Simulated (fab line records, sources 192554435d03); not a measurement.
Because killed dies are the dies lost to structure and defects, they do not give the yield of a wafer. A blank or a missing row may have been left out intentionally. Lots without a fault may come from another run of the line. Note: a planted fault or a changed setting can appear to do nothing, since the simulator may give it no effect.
fab line records -- flow n5-finfet
record: lots: 7, wafers: 21, last-day: 18
route steps=1938 shown BEOL_M1@829 BEOL_M2@841 BEOL_M4@1111 PASSIVATION@1936
lots with no fault: from the same line, run without faults
start-h: start of the lot's first displayed wafer, in hours after the record's first day -- wait-h: hours from the lot's prior step to this one -- " repeats the value in the row above -- L1.1+2: a single row standing in for several wafers -- - either no value or no given start -- * or withheld: withheld -- < > ~ a bound
route shown NAME@n: names a module that has steps shown in the file, with the first one's number in the route -- usual: mean and standard deviation over wafers with no fault -- same: alike in all rows -- chamber/n: place in a boat -- sites: readings site by site -- _std_site: standard deviation of those values -- _edge_site: inner sites' mean taken away from outer sites' mean -- radius-mm: for every site, how far away it sits from the centre of the wafer -- mask NAME#n: copy n -- behind: the last tool/chamber to shape the wafer -- hold: why the lot went on hold/how many hours it stayed there/how the hold came to an end -- device: transistor that didn't switch, given as n, p or np -- end of line: the same wafers' tests at the end of the route -- for a step that has no rows: nothing shown but its recipe -- killed: at the first sort, the dies lost to defects and structure; wafer yield is something else -- map: per-die view of a wafer (x killed, . not killed, _ where there is no die)
set.NAME: the setting as run; set.NAME@STEP: as run at that earlier step -- model.NAME: the simulator's own value behind a step, which no gauge read
certain route steps with their lots: each step a table, each wafer a row
services: the hour from which a tool's chamber was out of use, counted from the record's first day as start-h (under 0 if before that day), plus the number of hours and why
== steps ==
step: N5_BEOL_M1_ANNEAL_95
recipe: temp-c: 400, time-s: 240, ambient: vacuum
usual: heater-power-w: 854/83
lot.wafer,tool,chamber,start-h,wait-h,heater-power-w
L767.1,pvd-sputter-02,-,132.83,0.0,834
L767.3,pvd-sputter-02,-,132.83,0.0,963
L767.5,pvd-sputter-02,-,132.83,0.0,960
L772.4,pvd-sputter-03,-,163.88,0.1,807
L772.5,pvd-sputter-03,-,163.88,0.1,727
L772.6,pvd-sputter-03,-,163.88,0.1,1005
L773.3,pvd-sputter-02,-,170.09,0.0,904
L773.5,pvd-sputter-02,-,170.09,0.0,849
L773.6,pvd-sputter-02,-,170.09,0.0,933
L774.1,pvd-sputter-03,-,172.23,0.0,794
L774.5,pvd-sputter-03,-,172.23,0.0,812
L774.6,pvd-sputter-03,-,172.23,0.0,1000
L781.2,pvd-sputter-01,-,242.87,0.0,728
L781.4,pvd-sputter-01,-,242.87,0.0,829
L781.5,pvd-sputter-01,-,242.87,0.0,834
L784.1,pvd-sputter-01,-,259.56,0.0,883
L784.3,pvd-sputter-01,-,259.56,0.0,840
L784.5,pvd-sputter-01,-,259.56,0.0,814
L787.3,pvd-sputter-02,-,266.91,0.0,935
L787.4,pvd-sputter-02,-,266.91,0.0,782
L787.5,pvd-sputter-02,-,266.91,0.0,779
step: N5_BEOL_M1_SPUTTER_96
recipe: material: Cu, target-thk-a: 45, temp-c: -20, chamber-pressure-pa: 0.07, power-w: withheld, time-s: 8.29
usual: substrate-temp-c: -20.00/0.1, throttle-valve-pct: 29.7/0.6
lot.wafer,tool,chamber,start-h,wait-h,substrate-temp-c,throttle-valve-pct
L767.1,pvd-sputter-02,-,132.97,0.1,-20.02,30.1
L767.3,pvd-sputter-02,-,132.97,0.1,-19.92,29.7
L767.5,pvd-sputter-02,-,132.97,0.1,-20.01,29.6
L772.4,pvd-sputter-03,-,163.99,0.0,-20.11,29.4
L772.5,pvd-sputter-03,-,163.99,0.0,-20.09,30.8
L772.6,pvd-sputter-03,-,163.99,0.0,-20.00,30.1
L773.3,pvd-sputter-02,-,170.23,0.1,-19.86,28.8
L773.5,pvd-sputter-02,-,170.23,0.1,-19.89,30.2
L773.6,pvd-sputter-02,-,170.23,0.1,-20.10,28.8
L774.1,pvd-sputter-03,-,172.37,0.1,-20.04,29.4
L774.5,pvd-sputter-03,-,172.37,0.1,-20.01,29.5
L774.6,pvd-sputter-03,-,172.37,0.1,-19.78,29.9
L781.2,pvd-sputter-01,-,243.01,0.1,-20.06,30.2
L781.4,pvd-sputter-01,-,243.01,0.1,-20.03,31.3
L781.5,pvd-sputter-01,-,243.01,0.1,-20.09,28.3
L784.1,pvd-sputter-01,-,259.70,0.1,-19.99,29.9
L784.3,pvd-sputter-01,-,259.70,0.1,-20.18,28.5
L784.5,pvd-sputter-01,-,259.70,0.1,-19.77,31.3
L787.3,pvd-sputter-02,-,267.05,0.1,-19.89,29.6
L787.4,pvd-sputter-02,-,267.05,0.1,-20.13,29.8
L787.5,pvd-sputter-02,-,267.05,0.1,-20.12,29.7
step: N5_BEOL_M1_ECD_50
recipe: material: Cu, target-thk-a: 3000
step: N5_BEOL_M1_ANNEAL_51
recipe: temp-c: 225, time-s: 90, ambient: N2
step: N5_BEOL_M1_CMP_52
recipe: stop-on: SiOC, t-overpolish-s: 6.8, down-force-psi: 1, platen-rpm: 50, clearing-platen-down-force-psi: 1.5, clearing-platen-rpm: 50, post-cmp-clean: cu-alkaline, target-thk-nm: 40, clearing-platen-pad-velocity-m-s: 0.99484, pad-velocity-m-s: 0.99484
step: N5_BEOL_M1_THK_MEAS_53
recipe: thk-meas-gauge: xrf, reads: Cu_of_BEOL_M1_ECD_50
usual: M1_THK: 39.2/1.7
lot.wafer,tool,chamber,start-h,wait-h,M1_THK[nm]
L767.1,film-metro-01,-,133.76,-,38.9
L767.3,film-metro-01,-,133.76,-,37.0
L767.5,film-metro-01,-,133.76,-,39.8
L772.4,film-metro-01,-,164.75,-,41.2
L772.5,film-metro-01,-,164.75,-,40.8
L772.6,film-metro-01,-,164.75,-,39.3
L773.3,film-metro-01,-,171.02,-,40.3
L773.5,film-metro-01,-,171.02,-,40.2
L773.6,film-metro-01,-,171.02,-,38.1
L774.1,film-metro-02,-,173.16,-,37.7
L774.5,film-metro-02,-,173.16,-,38.7
L774.6,film-metro-02,-,173.16,-,40.2
L781.2,film-metro-02,-,243.81,-,36.3
L781.4,film-metro-02,-,243.81,-,40.5
L781.5,film-metro-02,-,243.81,-,38.7
L784.1,film-metro-01,-,260.48,-,38.3
L784.3,film-metro-01,-,260.48,-,37.1
L784.5,film-metro-01,-,260.48,-,39.1
L787.3,film-metro-01,-,267.84,-,38.8
L787.4,film-metro-01,-,267.84,-,39.3
L787.5,film-metro-01,-,267.84,-,39.7
step: N5_BEOL_M1_PRE_CLEAN_60
recipe: gas: NH3/H2, time-s: 15, temp-c: *, rf-power-w: 300
usual: heater-power-w: 90/12
lot.wafer,tool,chamber,start-h,wait-h,heater-power-w
L767.1,cvd-co-02,0,133.86,0.1,85
L767.3,cvd-co-02,2,133.86,0.1,99
L767.5,cvd-co-02,1,133.86,0.1,85
L772.4,cvd-co-02,0,164.81,0.1,84
L772.5,cvd-co-02,1,164.81,0.1,84
L772.6,cvd-co-02,2,164.81,0.1,99
L773.3,cvd-co-01,0,171.06,0.0,104
L773.5,cvd-co-01,0,171.06,0.0,100
L773.6,cvd-co-01,1,171.06,0.0,68
L774.1,cvd-co-02,1,173.20,0.0,83
L774.5,cvd-co-02,2,173.20,0.0,99
L774.6,cvd-co-02,0,173.20,0.0,86
L781.2,cvd-co-01,0,243.85,0.0,105
L781.4,cvd-co-01,2,243.85,0.0,100
L781.5,cvd-co-01,0,243.85,0.0,103
L784.1,cvd-co-02,2,260.52,0.0,100
L784.3,cvd-co-02,1,260.52,0.0,83
L784.5,cvd-co-02,0,260.52,0.0,85
L787.3,cvd-co-02,0,267.88,0.0,84
L787.4,cvd-co-02,1,267.88,0.0,84
L787.5,cvd-co-02,2,267.88,0.0,102
step: N5_BEOL_M1_CO_CAP_55
recipe: material: Co, target-thk-a: 20, temp-c: 200, precursor: CCTBA/H2, pressure-torr: 30, time-s: 102.1
usual: heater-power-w: 243/16
lot.wafer,tool,chamber,start-h,wait-h,heater-power-w
L767.1,cvd-co-02,0,133.90,0.0,235
L767.3,cvd-co-02,2,133.90,0.0,255
L767.5,cvd-co-02,1,133.90,0.0,238
L772.4,cvd-co-02,0,164.86,0.0,231
L772.5,cvd-co-02,1,164.86,0.0,230
L772.6,cvd-co-02,2,164.86,0.0,254
L773.3,cvd-co-01,0,171.10,0.0,261
L773.5,cvd-co-01,0,171.10,0.0,260
L773.6,cvd-co-01,1,171.10,0.0,217
L774.1,cvd-co-02,1,173.24,0.0,226
L774.5,cvd-co-02,2,173.24,0.0,253
L774.6,cvd-co-02,0,173.24,0.0,237
L781.2,cvd-co-01,0,243.89,0.0,257
L781.4,cvd-co-01,2,243.89,0.0,256
L781.5,cvd-co-01,0,243.89,0.0,254
L784.1,cvd-co-02,2,260.56,0.0,262
L784.3,cvd-co-02,1,260.56,0.0,236
L784.5,cvd-co-02,0,260.56,0.0,234
L787.3,cvd-co-02,0,267.92,0.0,237
L787.4,cvd-co-02,1,267.92,0.0,239
L787.5,cvd-co-02,2,267.92,0.0,253
step: N5_BEOL_M1_PRE_CLEAN_56
recipe: gas: NH3, time-s: 15, temp-c: withheld, rf-power-w: 300
step: N5_BEOL_M1_DEP_57
recipe: material: SiCN, target-thk-a: 80, temp-c: withheld, precursor: 3MS/NH3, pressure-torr: 3, rf-w: 202, time-s: 14
usual: showerhead-plenum-p-Torr: 3.661/0.013, throttle-valve-pct: 9.0/0.47
lot.wafer,tool,chamber,start-h,wait-h,showerhead-plenum-p-Torr,throttle-valve-pct
L767.1,pecvd-02,2,134.02,0.0,3.653,8.3
L767.3,pecvd-02,1,134.02,0.0,3.661,9.0
L767.5,pecvd-02,0,134.02,0.0,3.682,9.7
L772.4,pecvd-03,2,164.96,0.0,3.653,8.6
L772.5,pecvd-03,1,164.96,0.0,3.644,8.9
L772.6,pecvd-03,0,164.96,0.0,3.649,8.8
L773.3,pecvd-02,0,171.25,0.0,3.681,9.7
L773.5,pecvd-02,1,171.25,0.0,3.654,9.1
L773.6,pecvd-02,0,171.25,0.0,3.678,9.6
L774.1,pecvd-01,2,173.35,0.0,3.665,8.6
L774.5,pecvd-01,0,173.35,0.0,3.656,9.5
L774.6,pecvd-01,2,173.35,0.0,3.673,8.5
L781.2,pecvd-02,0,244.01,0.0,3.684,9.7
L781.4,pecvd-02,2,244.01,0.0,3.656,8.1
L781.5,pecvd-02,1,244.01,0.0,3.663,9.2
L784.1,pecvd-03,0,260.68,0.0,3.651,8.9
L784.3,pecvd-03,1,260.68,0.0,3.644,8.8
L784.5,pecvd-03,0,260.68,0.0,3.655,8.7
L787.3,pecvd-02,1,268.05,0.0,3.658,9.3
L787.4,pecvd-02,2,268.05,0.0,3.653,8.5
L787.5,pecvd-02,1,268.05,0.0,3.652,9.1
step: N5_BEOL_M1_RS_MEAS_58
recipe: thk-meas-gauge: four-point-probe, reads: Co_of_BEOL_M1_CO_CAP_55+Cu_of_BEOL_M1_ECD_50+Co_of_BEOL_M1_CVD_47+TaN_of_BEOL_M1_ALD_84
usual: M1_RS: 0.67/0.036
lot.wafer,tool,chamber,start-h,wait-h,M1_RS[ohm/sq]
L767.1,film-metro-01,-,134.09,0.0,0.68
L767.3,film-metro-01,-,134.09,0.0,0.72
L767.5,film-metro-01,-,134.09,0.0,0.66
L772.4,film-metro-02,-,165.02,0.0,0.63
L772.5,film-metro-02,-,165.02,0.0,0.64
L772.6,film-metro-02,-,165.02,0.0,0.66
L773.3,film-metro-01,-,171.31,0.1,0.64
L773.5,film-metro-01,-,171.31,0.1,0.65
L773.6,film-metro-01,-,171.31,0.1,0.69
L774.1,film-metro-01,-,173.42,0.0,0.70
L774.5,film-metro-01,-,173.42,0.0,0.68
L774.6,film-metro-01,-,173.42,0.0,0.64
L781.2,film-metro-01,-,244.07,0.1,0.75
L781.4,film-metro-01,-,244.07,0.1,0.65
L781.5,film-metro-01,-,244.07,0.1,0.69
L784.1,film-metro-02,-,260.74,0.0,0.69
L784.3,film-metro-02,-,260.74,0.0,0.71
L784.5,film-metro-02,-,260.74,0.0,0.66
L787.3,film-metro-01,-,268.12,0.1,0.68
L787.4,film-metro-01,-,268.12,0.1,0.66
L787.5,film-metro-01,-,268.12,0.1,0.66
step: N5_BEOL_M1_INSPECT_59
recipe: inspect-instrument: darkfield, mode: post-dep
usual: raw-defect-count: 76/21
lot.wafer,tool,chamber,start-h,wait-h,raw-defect-count
L767.1,defect-inspect-02,-,134.11,0.0,58
L767.3,defect-inspect-02,-,134.11,0.0,43
L767.5,defect-inspect-02,-,134.11,0.0,61
L772.4,defect-inspect-02,-,165.04,0.0,90
L772.5,defect-inspect-02,-,165.04,0.0,96
L772.6,defect-inspect-02,-,165.04,0.0,69
L773.3,defect-inspect-02,-,171.34,0.0,34
L773.5,defect-inspect-02,-,171.34,0.0,65
L773.6,defect-inspect-02,-,171.34,0.0,67
L774.1,defect-inspect-02,-,173.45,0.0,88
L774.5,defect-inspect-02,-,173.45,0.0,114
L774.6,defect-inspect-02,-,173.45,0.0,124
L781.2,defect-inspect-02,-,244.10,0.0,85
L781.4,defect-inspect-02,-,244.10,0.0,66
L781.5,defect-inspect-02,-,244.10,0.0,65
L784.1,defect-inspect-01,-,260.77,0.0,81
L784.3,defect-inspect-01,-,260.77,0.0,90
L784.5,defect-inspect-01,-,260.77,0.0,79
L787.3,defect-inspect-01,-,268.14,0.0,59
L787.4,defect-inspect-01,-,268.14,0.0,49
L787.5,defect-inspect-01,-,268.14,0.0,68
step: N5_BEOL_M2_ILD_DEP_00
recipe: material: SiOC, target-thk-a: 790, temp-c: 350, precursor: DEMS/O2, pressure-torr: 5, rf-w: 500, time-s: 15.3
usual: heater-power-w: 514/80, showerhead-plenum-p-Torr: 5.691/0.016, susceptor-temp-C: 349.99/0.2, throttle-valve-pct: 12.3/0.69
lot.wafer,tool,chamber,start-h,wait-h,heater-power-w,showerhead-plenum-p-Torr,susceptor-temp-C,throttle-valve-pct
L767.1,pecvd-02,0,134.15,0.0,603,5.719,350.27,12.6
L767.3,pecvd-02,1,134.15,0.0,482,5.705,349.73,12.1
L767.5,pecvd-02,1,134.15,0.0,484,5.690,349.93,12.3
L772.4,pecvd-02,1,165.09,0.1,371,5.687,348.31,12.4
L772.5,pecvd-02,1,165.09,0.1,370,5.684,348.40,11.9
L772.6,pecvd-02,0,165.09,0.1,561,5.711,348.55,12.9
L773.3,pecvd-02,0,171.39,0.1,520,5.716,348.79,13.0
L773.5,pecvd-02,0,171.39,0.1,518,5.698,348.48,12.8
L773.6,pecvd-02,1,171.39,0.1,424,5.685,348.69,11.9
L774.1,pecvd-02,0,173.48,0.0,502,5.709,348.87,12.5
L774.5,pecvd-02,1,173.48,0.0,453,5.701,348.35,12.2
L774.6,pecvd-02,0,173.48,0.0,515,5.704,348.58,13.1
L781.2,pecvd-04,2,244.15,0.0,706,5.678,349.90,11.6
L781.4,pecvd-04,0,244.15,0.0,441,5.674,349.84,12.3
L781.5,pecvd-04,2,244.15,0.0,689,5.668,349.60,11.3
L784.1,pecvd-01,1,260.81,0.0,541,5.692,349.71,12.1
L784.3,pecvd-01,2,260.81,0.0,509,5.691,350.09,11.5
L784.5,pecvd-01,1,260.81,0.0,440,5.688,350.09,12.3
L787.3,pecvd-04,0,268.18,0.0,427,5.699,350.06,12.2
L787.4,pecvd-04,2,268.18,0.0,606,5.675,349.87,11.5
L787.5,pecvd-04,1,268.18,0.0,497,5.679,349.84,13.2
step: N5_BEOL_M2_THK_MEAS_01
recipe: reads: SiOC_of_BEOL_M2_ILD_DEP_00
usual: M2_ILD_THK: 78.9/0.96
lot.wafer,tool,chamber,start-h,wait-h,M2_ILD_THK[nm]
L767.1,film-metro-01,-,134.22,0.0,78.0
L767.3,film-metro-01,-,134.22,0.0,77.7
L767.5,film-metro-01,-,134.22,0.0,80.3
L772.4,film-metro-01,-,165.16,0.1,80.5
L772.5,film-metro-01,-,165.16,0.1,80.9
L772.6,film-metro-01,-,165.16,0.1,80.1
L773.3,film-metro-02,-,171.46,0.1,80.5
L773.5,film-metro-02,-,171.46,0.1,80.4
L773.6,film-metro-02,-,171.46,0.1,80.6
L774.1,film-metro-01,-,173.57,0.1,78.9
L774.5,film-metro-01,-,173.57,0.1,79.5
L774.6,film-metro-01,-,173.57,0.1,79.1
L781.2,film-metro-02,-,244.21,0.1,77.7
L781.4,film-metro-02,-,244.21,0.1,79.8
L781.5,film-metro-02,-,244.21,0.1,79.9
L784.1,film-metro-01,-,260.87,0.0,77.1
L784.3,film-metro-01,-,260.87,0.0,78.1
L784.5,film-metro-01,-,260.87,0.0,77.3
L787.3,film-metro-02,-,268.25,0.1,77.2
L787.4,film-metro-02,-,268.25,0.1,78.8
L787.5,film-metro-02,-,268.25,0.1,78.7
step: N5_BEOL_M4_RC_MEAS_101
usual: DIBL_N: 36.0/1.9, DIBL_P: 35.6/2.2, IOFF_N: 0.15/0.031, IOFF_P: 0.19/0.032, ION_N: 668/11, ION_P: 455/7.2, SS_N: 71.5/0.65, SS_P: 73.4/0.64, VT_N: 251/3.6, VT_P: -253/3.3
lot.wafer,tool,chamber,start-h,wait-h,DIBL_N[mV/V],DIBL_P[mV/V],IOFF_N[nA/um],IOFF_P[nA/um],ION_N[uA/um],ION_P[uA/um],SS_N[mV/dec],SS_P[mV/dec],VT_N[mV],VT_P[mV]
L767.1,prober-01,0,190.02,0.0,37.8,36.5,0.18,0.22,673,455,70.8,72.9,247,-249
L767.3,prober-01,0,190.02,0.0,34.8,32.4,0.13,0.16,662,458,70.9,72.3,254,-255
L767.5,prober-01,0,190.02,0.0,34.9,32.4,0.13,0.16,660,450,70.6,72.4,253,-253
L773.3,prober-01,0,241.53,0.3,37.3,38.6,0.19,0.22,679,465,72.7,73.5,245,-250
L773.5,prober-01,0,241.53,0.3,36.6,38.7,0.17,0.22,670,462,71.8,73.1,251,-251
L773.6,prober-01,0,241.53,0.3,39.4,41.2,0.22,0.26,690,468,72.8,74.9,245,-248
L772.4,prober-02,0,242.13,0.5,34.6,33.7,0.12,0.16,663,444,71.3,73.2,256,-254
L772.5,prober-02,0,242.13,0.5,32.3,32.2,0.10,0.14,647,446,71.1,72.6,259,-256
L772.6,prober-02,0,242.13,0.5,34.6,33.3,0.12,0.16,641,442,71.9,72.5,256,-255
L774.1,prober-01,0,245.98,0.0,34.8,33.2,0.11,0.16,650,446,70.3,72.5,256,-258
L774.5,prober-01,0,245.98,0.0,35.6,34.2,0.12,0.16,651,445,71.3,72.6,255,-252
L774.6,prober-01,0,245.98,0.0,34.7,33.7,0.12,0.16,650,447,70.7,72.6,256,-258
L781.2,prober-02,0,298.07,0.2,36.8,36.6,0.16,0.18,682,467,70.8,73.8,248,-251
L781.4,prober-02,0,298.07,0.2,38.3,38.6,0.19,0.22,688,470,72.1,73.6,248,-250
L781.5,prober-02,0,298.07,0.2,37.0,35.9,0.15,0.18,676,461,71.0,73.6,248,-253
L784.1,prober-01,0,322.67,0.0,37.3,35.0,0.15,0.18,665,452,71.6,73.7,250,-254
L784.3,prober-01,0,322.67,0.0,39.6,37.6,0.20,0.22,682,458,71.9,73.6,245,-251
L784.5,prober-01,0,322.67,0.0,38.5,37.1,0.17,0.22,677,462,71.7,73.7,247,-250
L787.3,prober-02,0,322.74,0.3,36.7,36.8,0.16,0.21,679,462,71.7,74.5,253,-251
L787.4,prober-02,0,322.74,0.3,34.6,34.9,0.14,0.19,672,459,71.3,73.6,250,-251
L787.5,prober-02,0,322.74,0.3,35.8,36.5,0.16,0.21,668,459,72.2,73.2,254,-250
step: N5_PASSIVATION_PROBE_49
usual: defect-limited-yield: 91.3/1.4, killed_at_M0_to_M3: 34/10, killed_at_M4_up: 14/5.5, killed-at-contacts: 12/6, killed-at-front-end: 40/10, killed-at-other: 3.0/2.4, killed-dies: 103/17, killed-on-rim: 13/4.3, killed-open: 68/13, killed-short: 34/7.8, sort_bin_5_function: 5.1/0.97, sort_bin_6_memory: 3.3/0.66, sort-n-pass: 1077/17, sort-yield-pct: 91.2/1.4
same: gross-dies: 1180, killed-at-back-side: 0, sort_bin_4_leakage[%]: 0, sort_bin_8_speed[%]: 0
lot.wafer,tool,chamber,start-h,wait-h,defect-limited-yield[%],killed_at_M0_to_M3,killed_at_M4_up,killed-at-contacts,killed-at-front-end,killed-at-other,killed-dies,killed-on-rim,killed-open,killed-short,sort_bin_5_function[%],sort_bin_6_memory[%],sort-n-pass,sort-yield-pct[%]
L767.1,prober-01,-,294.12,0.0,92.5,26,8,24,25,5,88,10,58,30,4.2,2.9,1092,92.5
L767.3,prober-01,-,294.22,0.1,92.5,24,14,21,24,5,88,9,66,22,4.8,2.5,1092,92.5
L767.5,prober-01,-,294.32,0.2,89.8,36,14,26,42,2,120,16,75,45,6.1,3.6,1060,89.8
L773.3,prober-02,-,347.68,0.1,93.1,28,15,7,30,1,81,13,54,27,4.1,2.5,1099,93.1
L773.5,prober-02,-,347.78,0.2,90.6,28,12,7,62,2,111,10,65,42,6.4,2.6,1069,90.6
L773.6,prober-02,-,347.83,0.3,91.4,31,15,10,46,0,102,9,69,32,5.6,2.7,1078,91.4
L781.2,prober-01,-,401.51,0.1,92.7,33,7,5,41,0,86,9,42,42,4.5,2.5,1094,92.7
L781.4,prober-01,-,401.61,0.2,90.3,37,14,15,45,4,115,22,72,35,5.6,3.3,1065,90.3
L781.5,prober-01,-,401.66,0.2,90.7,20,4,9,67,10,110,15,64,38,5.8,3.1,1070,90.7
L787.3,prober-02,-,424.53,0.1,90.8,33,23,13,37,3,109,14,77,32,4.8,4.2,1071,90.8
L787.4,prober-02,-,424.58,0.2,88.6,54,13,12,54,2,135,24,85,43,7.3,3.2,1045,88.6
L787.5,prober-02,-,424.63,0.2,91.1,34,20,4,44,3,105,13,76,29,5.2,3.5,1075,91.1
L784.1,prober-02,-,434.67,0.0,91.4,21,20,13,37,10,101,15,59,41,5.5,2.5,1079,91.4
L784.3,prober-02,-,434.77,0.1,93.6,24,10,9,26,6,75,15,47,28,4.0,2.2,1105,93.6
L784.5,prober-02,-,434.87,0.2,92.5,31,18,11,26,2,88,11,44,41,4.3,2.5,1092,92.5
killed by level:class
L767.1 MOL_CONTACT_COAG:geometric-particle:open=21 BEOL_M2:geometric-particle:open=11 FIN_SAQP:geometric-particle:open=6 STI_FIN_REVEAL:geometric-particle:open=6 BEOL_M3:geometric-particle:short=4 FIN_SAQP:geometric-particle:short=3 MOL_CONTACT_COAG:geometric-particle:short=3 BEOL_M0_SAQP:geometric-particle:short=3
L767.3 MOL_CONTACT_COAG:geometric-particle:open=15 BEOL_M0_SAQP:geometric-particle:open=8 DUMMY_GATE:geometric-particle:open=6 MOL_CONTACT_COAG:geometric-particle:short=6 BEOL_M2:geometric-particle:open=4 BEOL_M4:geometric-particle:open=4 BEOL_M8:geometric-particle:open=4 FIN_SAQP:geometric-particle:open=3
L767.5 MOL_CONTACT_COAG:geometric-particle:open=20 FIN_SAQP:geometric-particle:short=13 FIN_SAQP:geometric-particle:open=10 BEOL_M0_SAQP:geometric-particle:open=8 BEOL_M0_SAQP:geometric-particle:short=7 MOL_CONTACT_COAG:geometric-particle:short=6 BEOL_M0:geometric-particle:open=6 BEOL_M4:geometric-particle:open=5
L773.3 BEOL_M2:geometric-particle:open=11 MOL_CONTACT_COAG:geometric-particle:open=6 DUMMY_GATE:geometric-particle:open=6 BEOL_M0_SAQP:geometric-particle:open=6 FIN_SAQP:geometric-particle:short=5 BEOL_M4:geometric-particle:open=5 STARTING-WAFER:geometric-particle:short=4 BEOL_M3:geometric-particle:open=4
L773.5 STI_FIN_REVEAL:geometric-particle:open=23 BEOL_M0_SAQP:geometric-particle:short=10 FIN_SAQP:geometric-particle:short=7 GATE_CUT:geometric-particle:short=6 MOL_CONTACT_COAG:geometric-particle:open=6 BEOL_M1:geometric-particle:open=6 BEOL_M4:geometric-particle:open=6 STI_FIN_REVEAL:geometric-particle:short=5
L773.6 STI_FIN_REVEAL:geometric-particle:open=11 BEOL_M0_SAQP:geometric-particle:short=9 DUMMY_GATE:geometric-particle:open=8 MOL_CONTACT_COAG:geometric-particle:open=8 BEOL_M0_SAQP:geometric-particle:open=7 BEOL_M1:geometric-particle:open=6 BEOL_M4:geometric-particle:open=6 STARTING-WAFER:geometric-particle:open=6
L781.2 BEOL_M0_SAQP:geometric-particle:short=11 FIN_SAQP:geometric-particle:open=10 FIN_SAQP:geometric-particle:short=9 ILD0:geometric-particle:short=6 BEOL_M0_SAQP:geometric-particle:open=6 DUMMY_GATE:geometric-particle:open=4 BEOL_M1:geometric-particle:open=4 GATE_CUT:geometric-particle:short=4
L781.4 MOL_CONTACT_COAG:geometric-particle:open=13 FIN_SAQP:geometric-particle:open=12 BEOL_M0_SAQP:geometric-particle:open=11 BEOL_M0_SAQP:geometric-particle:short=9 STARTING-WAFER:geometric-particle:short=6 BEOL_M2:geometric-particle:short=5 HKMG_FIN:area-etch=5 STI_FIN_REVEAL:geometric-particle:open=4
L781.5 STI_FIN_REVEAL:geometric-particle:open=20 FIN_SAQP:geometric-particle:short=14 FIN_SAQP:geometric-particle:open=14 MOL_CONTACT_COAG:geometric-particle:open=8 BEOL_M0_SAQP:geometric-particle:short=8 ILD0:geometric-particle:open=7 ILD0:geometric-particle:short=6 PASSIVATION:area-etch=6
L787.3 BEOL_M4:geometric-particle:open=16 MOL_CONTACT_COAG:geometric-particle:open=11 FIN_SAQP:geometric-particle:short=9 BEOL_M1:geometric-particle:open=8 STI_FIN_REVEAL:geometric-particle:open=7 BEOL_M2:geometric-particle:open=7 FIN_SAQP:geometric-particle:open=6 STI_FIN_REVEAL:geometric-particle:short=5
L787.4 BEOL_M0_SAQP:geometric-particle:short=17 STI_FIN_REVEAL:geometric-particle:open=12 MOL_CONTACT_COAG:geometric-particle:open=12 FIN_SAQP:geometric-particle:short=10 FIN_SAQP:geometric-particle:open=10 BEOL_M0_SAQP:geometric-particle:open=9 BEOL_M2:geometric-particle:open=9 BEOL_M0:geometric-particle:open=7
L787.5 FIN_SAQP:geometric-particle:open=15 BEOL_M1:geometric-particle:open=11 STI_FIN_REVEAL:geometric-particle:open=10 BEOL_M3:geometric-particle:open=8 BEOL_M5:geometric-particle:open=8 FIN_SAQP:geometric-particle:short=7 BEOL_M4:geometric-particle:open=7 BEOL_M1:geometric-particle:short=5
L784.1 FIN_SAQP:geometric-particle:short=12 MOL_CONTACT_COAG:geometric-particle:open=10 BEOL_M3:geometric-particle:open=8 GATE_CUT:geometric-particle:short=7 BEOL_M4:geometric-particle:open=6 FIN_SAQP:geometric-particle:open=5 BEOL_M3:geometric-particle:short=3 STI_FIN_REVEAL:geometric-particle:open=3
L784.3 MOL_CONTACT_COAG:geometric-particle:open=8 BEOL_M0_SAQP:geometric-particle:open=8 FIN_SAQP:geometric-particle:short=6 FIN_SAQP:geometric-particle:open=5 BEOL_M0_SAQP:geometric-particle:short=5 STI_FIN_REVEAL:geometric-particle:open=4 BEOL_M3:geometric-particle:open=4 BEOL_M4:geometric-particle:open=4
L784.5 BEOL_M0_SAQP:geometric-particle:short=12 MOL_CONTACT_COAG:geometric-particle:open=7 GATE_CUT:geometric-particle:short=6 BEOL_M2:geometric-particle:open=6 BEOL_M4:geometric-particle:short=5 FIN_SAQP:geometric-particle:short=4 GATE_CUT:geometric-particle:open=4 MOL_CONTACT_COAG:geometric-particle:short=4
== services ==
tool,chamber,start-h,hours,kind
cvd-co-01,1,114.67,-,clean
cvd-co-01,1,114.67,22.0,scheduled-down
cvd-co-01,1,114.67,22.0,vent-cycle
pecvd-03,-,125.98,0.6,repair
pecvd-02,1,127.44,2.1,scheduled-down
pvd-sputter-01,-,133.60,1.9,repair
pvd-sputter-01,-,143.27,4.6,repair
pecvd-03,0,144.63,19.6,repair
cvd-co-01,-,152.87,1.3,repair
pecvd-04,2,159.21,5.5,scheduled-down
pecvd-01,-,160.83,0.8,repair
pecvd-02,2,163.09,76.1,repair
cvd-co-01,-,185.44,6.9,pm
cvd-co-01,1,196.74,8.7,repair
pecvd-04,2,202.38,-,clean
pecvd-04,2,202.38,-,consumable-replace:showerhead
pecvd-04,2,202.38,29.0,scheduled-down
pecvd-04,2,202.38,29.0,vent-cycle
pecvd-01,-,203.81,0.8,pm
pecvd-01,-,218.69,0.9,repair
pecvd-02,0,234.70,5.0,scheduled-down
pecvd-01,2,236.31,2.1,scheduled-down
cvd-co-02,-,251.00,6.0,pm
cvd-co-02,-,264.18,0.8,repair
== key ==
first-sign: step: N5_BEOL_M2_ILD_DEP_00, reading: susceptor-temp-C, direction: down, sigmas: 7.1, usual: *, struck: *
effect none on later readings
met-at N5_BEOL_M2_ILD_DEP_00
struck-wafers L772.4,L772.5,L772.6,L773.3,L773.5,L773.6,L774.1,L774.5,L774.6
rows-end L772.4,L772.5,L772.6,L774.1,L774.5,L774.6
onset-between 134.15 165.09
fault: kind: process-parameter-drift, tool: pecvd-02, chamber: -, onset-h: 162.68, steps: N5_BEOL_M2_ILD_DEP_00, channel: temp-c, offset: *, shape: step, acts-in: *, stated: *
rows-end: these wafers met a further fault down the route, and their rows from its step on are left out
